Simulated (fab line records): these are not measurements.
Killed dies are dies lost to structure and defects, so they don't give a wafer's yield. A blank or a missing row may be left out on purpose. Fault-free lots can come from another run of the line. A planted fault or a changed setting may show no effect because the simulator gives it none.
fab line records	flow n5Finfet
record lots=9	wafers=27	lastDay=17
route steps=1938 shown MOL_CONTACT_COAG@574 BEOL_M4@1111 PASSIVATION@1936
lots untouched by any fault: they come from a run of this same line in which no faults occurred
startH: the number of hours between the record's first day and the start of the first shown wafer of the lot	waitH: hours since the lot's step before	" same as the row above	L1.1+2: a row that stands for several wafers	- value missing, or start not given	* or withheld: withheld	< > ~ a bound
route shown NAME@n: names a module that has steps shown in the file, with the first one's number in the route	usual: mean and standard deviation over wafers with no fault	same: alike in all rows	chamber/n: place in a boat	sites: the reading at each site	_std_site: their standard deviation	_edge_site: inner sites' mean taken away from outer sites' mean	radiusMm: how far each site lies from the wafer's centre	mask NAME#n: copy n	behind: the most recent tool/chamber to have shaped the wafer	hold: why the lot was held/for how many hours/how that ended	device: which transistor (n, p or np) failed to switch	end of line: the same wafers' tests at the end of the route	a step given without rows: its recipe and nothing more	killed: not the wafer's yield, but the dies lost to structure and defects at the first sort	map: the dies of a wafer, with x for killed, . for not killed, _ for no die there
set.NAME: setting as actually run; set.NAME@STEP: the setting as run at that earlier step	model.NAME: the simulator's own value behind a step, which no gauge read
the route's steps for a sample of lots (tables are steps, rows are wafers)
services: from which hour (startH, from the record's first day; less than 0 if before it) a tool's chamber was out of use, for how many hours, and why
## steps
# step N5_MOL_CONTACT_COAG_OVL_MEAS_85
# recipe pointsPerWafer=522
# usual VG_OVL=-0.1/0.63
# same pointsPerWafer=522
lot.wafer	tool	chamber	startH	waitH	VG_OVL[nm]
L386.4	overlay-02	0	129.85	0.0	-0.6
L386.5	"	0	"	"	0.3
L386.6	"	0	"	"	-0.9
L396.1	overlay-01	0	195.10	0.0	0.2
L396.4	"	0	"	"	1.0
L396.6	"	0	"	"	0.5
L398.3	overlay-01	0	207.87	0.0	0.3
L398.4	"	0	"	"	0.5
L398.6	"	0	"	"	0.9
L399.1	overlay-01	0	208.27	0.0	-0.4
L399.3	"	0	"	"	0.0
L399.6	"	0	"	"	0.7
L400.1	overlay-01	0	211.64	0.0	-1.0
L400.4	"	0	"	"	-0.1
L400.6	"	0	"	"	-0.7
L401.1	overlay-01	0	216.80	0.0	-0.5
L401.2	"	0	"	"	-0.9
L401.3	"	0	"	"	-0.4
L402.2	overlay-02	0	225.61	0.0	0.2
L402.3	"	0	"	"	-0.4
L402.6	"	0	"	"	0.7
L403.1	overlay-02	0	233.47	0.0	-0.3
L403.3	"	0	"	"	0.5
L403.5	"	0	"	"	0.3
L404.3	overlay-02	0	235.85	0.0	0.7
L404.4	"	0	"	"	0.2
L404.6	"	0	"	"	0.0
# step N5_MOL_CONTACT_COAG_ETCH_91
# recipe chemistry=N2/H2	target=SOC	targetDepthA=600	overetchA=210	maskMaterial=SiARC	tempC=40	timeS=101.2	ionEnergyEv=200	pressureMtorr=30	sourceW=840	biasW=150	n2FlowSccm=200	h2FlowSccm=200
# usual drypumpMotorCurrentA=5.5/0.44	oesProductAu=0.68/0.072	rfFwdPowerW=834.6/2.8	rfVppV=524.4/2.4	showerheadPlenumPTorr=2.56/0.082	throttleValvePct=17.92/0.26
lot.wafer	tool	chamber	startH	waitH	drypumpMotorCurrentA	oesProductAu	rfFwdPowerW	rfHoursCounterH	rfVppV	showerheadPlenumPTorr	throttleValvePct
L386.4	rieDiel-04	3	130.31	0.0	5.4	0.69	839.8	-	525.6	2.58	17.89
L386.5	"	0	"	"	5.5	0.78	836.1	-	526.5	2.60	17.89
L386.6	"	2	"	"	5.7	0.81	834.6	-	526.0	2.62	18.13
L396.1	rieDiel-04	1	196.22	0.0	4.7	0.57	835.9	238	524.0	2.49	17.93
L396.4	"	3	"	"	5.4	0.67	833.7	95	524.6	2.57	17.94
L396.6	"	2	"	"	5.7	0.75	836.0	-	526.9	2.60	18.17
L398.3	rieDiel-04	0	208.40	0.0	5.5	0.74	837.7	44	523.8	2.59	17.91
L398.4	"	1	"	"	4.8	0.58	834.4	241	523.8	2.49	17.95
L398.6	"	1	"	"	4.8	0.57	837.0	-	521.3	2.49	17.95
L399.1	rieDiel-04	2	208.75	0.0	5.6	0.75	833.0	29	524.7	2.60	18.18
L399.3	"	3	"	"	5.4	0.67	836.9	98	524.1	2.57	17.93
L399.6	"	0	"	"	5.5	0.73	835.2	-	523.6	2.59	17.94
L400.1	rieDiel-01	2	212.36	0.0	5.6	0.74	837.9	39	527.4	2.69	17.31
L400.4	"	0	"	"	5.9	0.79	837.8	22	524.7	2.60	17.56
L400.6	"	1	"	"	6.1	0.64	836.2	-	519.9	2.44	18.05
L401.1	rieDiel-02	3	217.28	0.0	4.9	0.61	831.9	174	523.5	2.53	17.92
L401.2	"	1	"	"	5.4	0.74	836.9	29	522.6	2.48	17.47
L401.3	"	2	"	"	5.0	0.60	832.3	193	519.9	2.42	18.15
L402.2	rieDiel-01	1	226.13	0.0	6.0	0.63	834.8	133	521.6	2.44	18.05
L402.3	"	2	"	"	5.6	0.74	833.8	44	528.7	2.69	17.33
L402.6	"	0	"	"	5.9	0.78	829.8	-	523.8	2.60	17.58
L403.1	rieDiel-01	1	234.50	0.0	6.1	0.63	836.6	136	521.3	2.44	18.06
L403.3	"	0	"	"	5.9	0.77	836.7	30	526.7	2.59	17.61
L403.5	"	2	"	"	5.6	0.73	841.7	-	529.6	2.69	17.32
L404.3	rieDiel-02	2	236.28	0.0	5.0	0.59	837.2	198	520.5	2.42	18.16
L404.4	"	3	"	"	4.9	0.61	830.2	179	522.6	2.53	17.96
L404.6	"	2	"	"	5.0	0.59	836.4	-	520.6	2.42	18.18
# step N5_MOL_CONTACT_COAG_ETCH_47
# recipe chemistry=CH3F/O2	target=SiNx	targetDepthA=270	maskMaterial=SiO2	stopOn=W	overEtchFrac=0.2	ionEnergyEv=120	endpoint=OES-CN	pressureMtorr=30	sourceW=395	biasW=73	Ar_flow_sccm=150	CH3F_flow_sccm=30	O2_flow_sccm=20	ends=endPoint
# usual drypumpMotorCurrentA=5.5/0.44	etchRfOnTimeS=31.0/0.48	mfcArSccm=150.0/0.48	oesProductAu=0.73/0.081	rfFwdPowerW=385.6/1.2	rfVppV=298/3.8	showerheadPlenumPTorr=2.01/0.061	throttleValvePct=16.45/0.24
# same overEtchFrac=0.2
lot.wafer	tool	chamber	startH	waitH	drypumpMotorCurrentA	etchRfOnTimeS	mfcArSccm	oesProductAu	rfFwdPowerW	rfHoursCounterH	rfVppV	showerheadPlenumPTorr	throttleValvePct
L386.4	rieDiel-04	3	130.54	0.0	5.4	30.7	150.0	0.75	387.0	-	294	2.03	16.41
L386.5	"	0	"	"	5.5	29.7	149.9	0.86	386.9	-	303	2.05	16.39
L386.6	"	2	"	"	5.6	31.0	149.8	0.88	384.8	-	295	2.04	16.41
L396.1	rieDiel-04	1	196.45	0.0	4.8	31.6	149.5	0.61	386.8	238	297	1.97	16.62
L396.4	"	3	"	"	5.4	30.4	149.6	0.73	383.8	95	295	2.02	16.44
L396.6	"	2	"	"	5.6	30.6	150.3	0.82	385.7	-	295	2.03	16.49
L398.3	rieDiel-04	0	208.63	0.0	5.5	30.0	149.4	0.79	386.4	44	303	2.04	16.45
L398.4	"	1	"	"	4.8	31.6	150.4	0.61	387.4	241	297	1.97	16.62
L398.6	"	1	"	"	4.7	31.6	150.6	0.60	384.8	-	298	1.97	16.63
L399.1	rieDiel-04	2	208.98	0.0	5.6	30.6	150.2	0.80	384.1	29	295	2.03	16.46
L399.3	"	3	"	"	5.4	30.6	149.8	0.72	385.0	99	295	2.02	16.45
L399.6	"	0	"	"	5.5	29.9	149.8	0.80	385.5	-	303	2.04	16.43
L400.1	rieDiel-01	2	212.59	0.0	5.6	31.1	150.3	0.79	387.9	39	305	2.12	15.92
L400.4	"	0	"	"	5.9	30.8	150.6	0.84	384.1	22	298	2.04	16.13
L400.6	"	1	"	"	6.1	31.0	150.5	0.67	385.5	-	293	1.92	16.60
L401.1	rieDiel-02	3	217.51	0.0	4.9	30.9	149.8	0.66	386.2	174	303	2.00	16.41
L401.2	"	1	"	"	5.3	30.8	149.6	0.80	385.7	29	299	1.95	16.10
L401.3	"	2	"	"	5.0	31.2	149.8	0.63	386.8	193	294	1.91	16.74
L402.2	rieDiel-01	1	226.36	0.0	6.1	31.4	149.3	0.68	387.0	134	294	1.92	16.62
L402.3	"	2	"	"	5.6	31.1	150.1	0.78	387.4	44	304	2.12	15.91
L402.6	"	0	"	"	6.0	30.4	149.7	0.84	383.1	-	300	2.04	16.14
L403.1	rieDiel-01	1	234.73	0.0	6.1	31.0	149.8	0.68	384.8	137	295	1.92	16.62
L403.3	"	0	"	"	5.9	30.4	150.9	0.83	387.2	30	298	2.04	16.14
L403.5	"	2	"	"	5.6	30.9	151.1	0.79	384.7	-	304	2.12	15.91
L404.3	rieDiel-02	2	236.51	0.0	5.0	31.0	150.3	0.63	385.9	198	292	1.91	16.75
L404.4	"	3	"	"	4.9	31.0	150.1	0.65	387.2	179	299	2.00	16.43
L404.6	"	2	"	"	5.0	31.2	150.1	0.63	384.1	-	294	1.91	16.76
# step N5_MOL_CONTACT_COAG_CD_MEAS_137
# recipe targetCdNm=16
# usual cdNm=16.0/0.3
lot.wafer	tool	chamber	startH	waitH	cdNm
L386.4	cdSem-02	-	130.74	0.0	15.2
L386.5	"	-	"	"	15.3
L386.6	"	-	"	"	16.2
L396.1	cdSem-03	-	197.00	0.0	15.8
L396.4	"	-	"	"	15.7
L396.6	"	-	"	"	15.9
L398.3	cdSem-03	-	208.87	0.0	17.2
L398.4	"	-	"	"	16.9
L398.6	"	-	"	"	16.7
L399.1	cdSem-01	-	209.21	0.0	16.4
L399.3	"	-	"	"	17.5
L399.6	"	-	"	"	17.3
L400.1	cdSem-02	-	212.82	0.0	16.3
L400.4	"	-	"	"	15.7
L400.6	"	-	"	"	15.5
L401.1	cdSem-01	-	217.73	0.0	16.2
L401.2	"	-	"	"	15.9
L401.3	"	-	"	"	16.6
L402.2	cdSem-03	-	226.59	0.0	15.9
L402.3	"	-	"	"	15.6
L402.6	"	-	"	"	16.1
L403.1	cdSem-02	-	234.96	0.0	15.9
L403.3	"	-	"	"	15.5
L403.5	"	-	"	"	16.1
L404.3	cdSem-02	-	236.74	0.0	16.0
L404.4	"	-	"	"	16.4
L404.6	"	-	"	"	15.5
# step N5_MOL_CONTACT_COAG_CD_MEAS_40
# recipe targetCdNm=25.1	landingEnergyEv=500	detector=seInlens	polarity=opening
# usual cdNm=25.08/0.21
# same landingEnergyEv=500
lot.wafer	tool	chamber	startH	waitH	cdNm
L386.4	cdSem-02	0	131.18	-	25.01
L386.5	"	0	"	"	25.53
L386.6	"	0	"	"	25.05
L396.1	cdSem-03	0	197.32	-	25.15
L396.4	"	0	"	"	24.87
L396.6	"	0	"	"	25.25
L398.3	cdSem-03	0	209.31	-	25.22
L398.4	"	0	"	"	24.95
L398.6	"	0	"	"	25.06
L399.1	cdSem-03	0	209.53	-	24.77
L399.3	"	0	"	"	25.30
L399.6	"	0	"	"	25.53
L400.1	cdSem-01	0	213.26	-	25.07
L400.4	"	0	"	"	25.15
L400.6	"	0	"	"	25.07
L401.1	cdSem-03	0	218.05	-	25.13
L401.2	"	0	"	"	24.99
L401.3	"	0	"	"	25.08
L402.2	cdSem-03	0	227.03	-	25.07
L402.3	"	0	"	"	25.05
L402.6	"	0	"	"	24.80
L403.1	cdSem-01	0	235.41	-	24.75
L403.3	"	0	"	"	24.96
L403.5	"	0	"	"	24.78
L404.3	cdSem-01	0	237.18	-	24.78
L404.4	"	0	"	"	25.00
L404.6	"	0	"	"	25.18
# step N5_BEOL_M4_RC_MEAS_101
# usual DIBL_N=36.4/1.5	DIBL_P=36.4/1.6	IOFF_N=0.164/0.025	IOFF_P=0.214/0.028	ION_N=675/9.9	ION_P=463/6.5	SS_N=71.5/0.5	SS_P=73.3/0.56	VT_N=249.2/2.7	VT_P=-250.1/2.8
lot.wafer	tool	chamber	startH	waitH	DIBL_N[mV/V]	DIBL_P[mV/V]	IOFF_N[nA/um]	IOFF_P[nA/um]	ION_N[uA/um]	ION_P[uA/um]	SS_N[mV/dec]	SS_P[mV/dec]	VT_N[mV]	VT_P[mV]
L386.4	prober-01	0	195.83	0.5	36.7	33.8	0.152	0.187	670	459	71.3	72.3	250.7	-252.1
L386.5	"	0	"	"	38.0	35.8	0.176	0.214	691	470	71.4	74.1	247.4	-250.6
L386.6	"	0	"	"	37.8	35.7	0.173	0.210	678	457	72.0	73.6	246.8	-251.4
L396.1	prober-02	0	264.94	0.0	35.4	33.4	0.136	0.170	675	462	71.7	72.2	252.1	-252.7
L396.4	"	0	"	"	35.3	34.4	0.144	0.180	672	458	71.2	72.3	252.8	-253.9
L396.6	"	0	"	"	36.4	35.1	0.163	0.200	685	472	71.6	72.8	251.1	-253.5
L398.3	prober-01	0	272.41	0.3	37.9	38.7	0.222	0.244	696	468	72.3	73.6	246.7	-248.5
L398.4	"	0	"	"	36.9	37.5	0.207	0.225	697	468	71.7	74.4	245.8	-249.9
L398.6	"	0	"	"	38.5	39.4	0.247	0.256	703	469	71.3	74.2	242.5	-246.1
L400.1	prober-02	0	274.08	0.0	35.5	36.2	0.152	0.214	684	466	71.0	73.3	251.5	-250.4
L400.4	"	0	"	"	33.9	34.6	0.122	0.175	674	464	70.9	73.0	252.6	-253.9
L400.6	"	0	"	"	33.8	34.8	0.130	0.185	661	457	71.7	72.7	251.3	-253.2
L399.1	prober-02	0	276.77	0.0	36.6	36.1	0.169	0.222	680	464	72.2	74.0	246.4	-247.6
L399.3	"	0	"	"	37.7	37.9	0.189	0.250	681	469	71.9	73.8	244.4	-248.1
L399.6	"	0	"	"	36.6	36.4	0.160	0.222	669	469	72.1	74.0	248.8	-249.1
L401.1	prober-01	0	288.38	0.0	37.0	37.4	0.161	0.218	674	463	71.5	73.1	247.9	-252.6
L401.2	"	0	"	"	36.1	36.9	0.150	0.207	677	464	72.0	72.8	247.4	-249.7
L401.3	"	0	"	"	36.7	37.4	0.152	0.208	669	464	71.9	73.1	248.8	-250.3
L402.2	prober-02	0	291.64	0.2	35.1	34.9	0.159	0.175	681	458	71.7	73.1	250.2	-254.8
L402.3	"	0	"	"	34.7	34.4	0.146	0.169	674	457	71.1	73.1	249.3	-252.5
L402.6	"	0	"	"	35.5	35.5	0.157	0.187	667	455	71.8	72.9	249.2	-254.0
L404.3	prober-02	0	303.39	0.3	37.4	37.1	0.184	0.225	675	464	71.4	73.8	246.9	-250.5
L404.4	"	0	"	"	36.6	36.1	0.164	0.212	674	457	71.6	73.7	251.0	-251.4
L404.6	"	0	"	"	37.8	36.8	0.174	0.218	678	459	71.2	74.1	249.6	-249.9
L403.1	prober-02	0	304.01	0.7	35.5	35.8	0.140	0.200	660	457	71.3	72.4	250.5	-249.5
L403.3	"	0	"	"	36.0	36.8	0.158	0.221	670	465	72.0	73.2	249.4	-250.0
L403.5	"	0	"	"	36.3	36.5	0.155	0.216	665	464	71.7	72.3	251.5	-250.7
# step N5_PASSIVATION_PROBE_49
# usual defectLimitedYield=91.1/1.4	killed_at_M0_to_M3=35/8.7	killed_at_M4_up=14/5.3	killedAtContacts=12/6.2	killedAtFrontEnd=41/12	killedAtOther=3.4/2.6	killedDies=105/16	killedOpen=67/13	killedShort=36/7.3	sort_bin_5_function=5.2/0.96	sort_bin_6_memory=3.3/0.6	sortNPass=1075/16	sortYieldPct=91.1/1.4
# same grossDies=1180	killedAtBackSide=0	sort_bin_4_leakage[%]=0	sort_bin_8_speed[%]=0
lot.wafer	tool	chamber	startH	waitH	defectLimitedYield[%]	killed_at_M0_to_M3	killed_at_M4_up	killedAtContacts	killedAtFrontEnd	killedAtOther	killedDies	killedOpen	killedShort	sort_bin_5_function[%]	sort_bin_6_memory[%]	sortNPass	sortYieldPct[%]
L386.4	prober-01	-	290.67	0.4	90.7	45	16	9	39	1	110	78	32	5.9	3.1	1070	90.7
L386.5	prober-01	-	290.72	0.4	90.7	41	10	7	52	0	110	66	41	5.7	3.1	1070	90.7
L386.6	prober-01	-	290.77	0.5	88.5	47	6	10	68	5	136	92	42	6.8	4.3	1044	88.5
L398.3	prober-01	-	372.34	0.1	91.6	33	22	16	27	1	99	60	36	4.9	3.2	1081	91.6
L398.4	prober-01	-	372.39	0.2	93.8	26	22	4	21	0	73	42	30	3.3	2.7	1107	93.8
L398.6	prober-01	-	372.49	0.3	94.2	25	18	3	20	2	68	48	18	3.2	2.3	1112	94.2
L400.1	prober-02	-	386.08	0.0	91.5	34	7	9	46	4	100	57	42	4.6	3.6	1080	91.5
L400.4	prober-02	-	386.23	0.2	91.3	27	10	7	48	11	103	69	34	5.5	3.0	1077	91.3
L400.6	prober-02	-	386.33	0.3	92.0	33	5	14	36	6	94	64	29	4.7	3.0	1086	92.0
L404.3	prober-01	-	410.74	0.1	89.9	32	15	26	46	0	119	80	38	5.3	4.4	1061	89.9
L404.4	prober-01	-	410.79	0.2	90.9	45	9	25	27	1	107	70	36	5.7	3.3	1073	90.9
L404.6	prober-01	-	410.89	0.3	92.0	21	16	23	33	1	94	56	36	4.6	3.2	1086	92.0
# killed by level:class
L386.4 BEOL_M1:geometricParticle:open=14 FIN_SAQP:geometricParticle:open=11 BEOL_M2:geometricParticle:open=10 FIN_SAQP:geometricParticle:short=9 BEOL_M3:geometricParticle:open=8 MOL_CONTACT_COAG:geometricParticle:open=7 GATE_CUT:geometricParticle:short=5 BEOL_M5:geometricParticle:open=5
L386.5 FIN_SAQP:geometricParticle:open=19 FIN_SAQP:geometricParticle:short=14 BEOL_M0_SAQP:geometricParticle:open=8 GATE_CUT:geometricParticle:short=6 MOL_CONTACT_COAG:geometricParticle:open=6 BEOL_M0_SAQP:geometricParticle:short=6 BEOL_M1:geometricParticle:open=6 BEOL_M2:geometricParticle:open=5
L386.6 FIN_SAQP:geometricParticle:open=23 BEOL_M0_SAQP:geometricParticle:open=20 FIN_SAQP:geometricParticle:short=17 STI_FIN_REVEAL:geometricParticle:open=15 BEOL_M0_SAQP:geometricParticle:short=11 BEOL_M3:geometricParticle:open=8 BEOL_M1:geometricParticle:open=7 MOL_CONTACT_COAG:geometricParticle:short=5
L398.3 BEOL_M2:geometricParticle:open=11 MOL_CONTACT_COAG:geometricParticle:open=10 FIN_SAQP:geometricParticle:short=6 GATE_CUT:geometricParticle:short=5 MOL_CONTACT_COAG:geometricParticle:short=5 BEOL_M0_SAQP:geometricParticle:short=5 BEOL_M6:geometricParticle:open=5 GATE_CUT:geometricParticle:open=4
L398.4 FIN_SAQP:geometricParticle:short=8 BEOL_M4:geometricParticle:short=7 BEOL_M0_SAQP:geometricParticle:short=5 BEOL_M0:geometricParticle:open=5 BEOL_M1:geometricParticle:open=5 BEOL_M4:geometricParticle:open=5 GATE_CUT:geometricParticle:short=4 MOL_CONTACT_COAG:geometricParticle:open=4
L398.6 BEOL_M0_SAQP:geometricParticle:open=6 BEOL_M2:geometricParticle:open=6 DUMMY_GATE:geometricParticle:open=4 GATE_CUT:geometricParticle:short=4 BEOL_M5:geometricParticle:open=4 FIN_SAQP:geometricParticle:open=3 BEOL_M0:geometricParticle:open=3 BEOL_M3:geometricParticle:open=3
L400.1 FIN_SAQP:geometricParticle:short=11 GATE_CUT:geometricParticle:short=10 BEOL_M0_SAQP:geometricParticle:open=10 MOL_CONTACT_COAG:geometricParticle:open=8 ILD0:geometricParticle:short=6 GATE_CUT:geometricParticle:open=6 BEOL_M1:geometricParticle:open=6 BEOL_M2:geometricParticle:open=6
L400.4 STI_FIN_REVEAL:geometricParticle:open=11 BEOL_M3:geometricParticle:open=9 GATE_CUT:geometricParticle:short=8 FIN_SAQP:geometricParticle:short=7 STARTING-WAFER:geometricParticle:short=6 MOL_CONTACT_COAG:geometricParticle:open=5 BEOL_M0:geometricParticle:open=5 BEOL_M1:geometricParticle:open=5
L400.6 MOL_CONTACT_COAG:geometricParticle:open=12 BEOL_M1:geometricParticle:open=11 FIN_SAQP:geometricParticle:open=7 BEOL_M0_SAQP:geometricParticle:short=6 GATE_CUT:geometricParticle:short=5 BEOL_M0_SAQP:geometricParticle:open=5 BEOL_M2:geometricParticle:open=5 FIN_SAQP:geometricParticle:short=4
L404.3 MOL_CONTACT_COAG:geometricParticle:open=20 FIN_SAQP:geometricParticle:short=10 STI_FIN_REVEAL:geometricParticle:open=10 BEOL_M1:geometricParticle:open=7 FIN_SAQP:geometricParticle:open=6 GATE_CUT:geometricParticle:short=6 MOL_CONTACT_COAG:geometricParticle:short=6 BEOL_M0_SAQP:geometricParticle:open=6
L404.4 MOL_CONTACT_COAG:geometricParticle:open=18 BEOL_M0_SAQP:geometricParticle:open=10 GATE_CUT:geometricParticle:short=8 BEOL_M0_SAQP:geometricParticle:short=7 BEOL_M1:geometricParticle:open=7 BEOL_M2:geometricParticle:open=7 MOL_CONTACT_COAG:geometricParticle:short=6 BEOL_M3:geometricParticle:open=6
L404.6 MOL_CONTACT_COAG:geometricParticle:open=20 BEOL_M0_SAQP:geometricParticle:short=8 FIN_SAQP:geometricParticle:open=7 GATE_CUT:geometricParticle:short=6 FIN_SAQP:geometricParticle:short=5 BEOL_M1:geometricParticle:short=4 BEOL_M4:geometricParticle:open=4 STI_FIN_REVEAL:geometricParticle:open=3
## services
tool	chamber	startH	hours	kind
rieDiel-04	2	110.93	-	clean
rieDiel-04	2	110.93	-	consumableReplace:focusRing
rieDiel-04	2	110.93	15.2	scheduledDown
rieDiel-04	2	110.93	15.2	ventCycle
rieDiel-02	1	119.95	-	clean
rieDiel-02	1	119.95	-	consumableReplace:focusRing
rieDiel-02	1	119.95	15.3	scheduledDown
rieDiel-02	1	119.95	15.3	ventCycle
rieDiel-04	1	120.61	9.8	repair
rieDiel-01	0	125.47	-	clean
rieDiel-01	0	125.47	-	consumableReplace:focusRing
rieDiel-01	0	125.47	24.0	scheduledDown
rieDiel-01	0	125.47	24.0	ventCycle
rieDiel-02	0	180.49	4.4	repair
rieDiel-02	-	220.78	2.3	repair
rieDiel-04	1	229.53	-	clean
rieDiel-04	1	229.53	-	consumableReplace:focusRing
rieDiel-04	1	229.53	26.2	scheduledDown
rieDiel-04	1	229.53	26.2	ventCycle
## key
firstSign step=N5_MOL_CONTACT_COAG_CD_MEAS_137	reading=cdNm	direction=up	sigmas=3.7	usual=16.0	struck=17.1
effect none on later readings
metAt N5_MOL_CONTACT_COAG_ETCH_91
struckLots L398,L399
struckWafers L398.3,L398.4,L398.6,L399.3,L399.6
notActingAt N5_MOL_CONTACT_COAG_OVL_MEAS_85,N5_MOL_CONTACT_COAG_ETCH_47,N5_MOL_CONTACT_COAG_CD_MEAS_40
onsetBetween 196.22 208.40
fault kind=processParameterDrift	tool=rieDiel-04	chamber=-	onsetH=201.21	steps=N5_MOL_CONTACT_COAG_ETCH_91	channel=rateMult	offset=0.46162	shape=step	endH=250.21	scope=struckWafersOnly
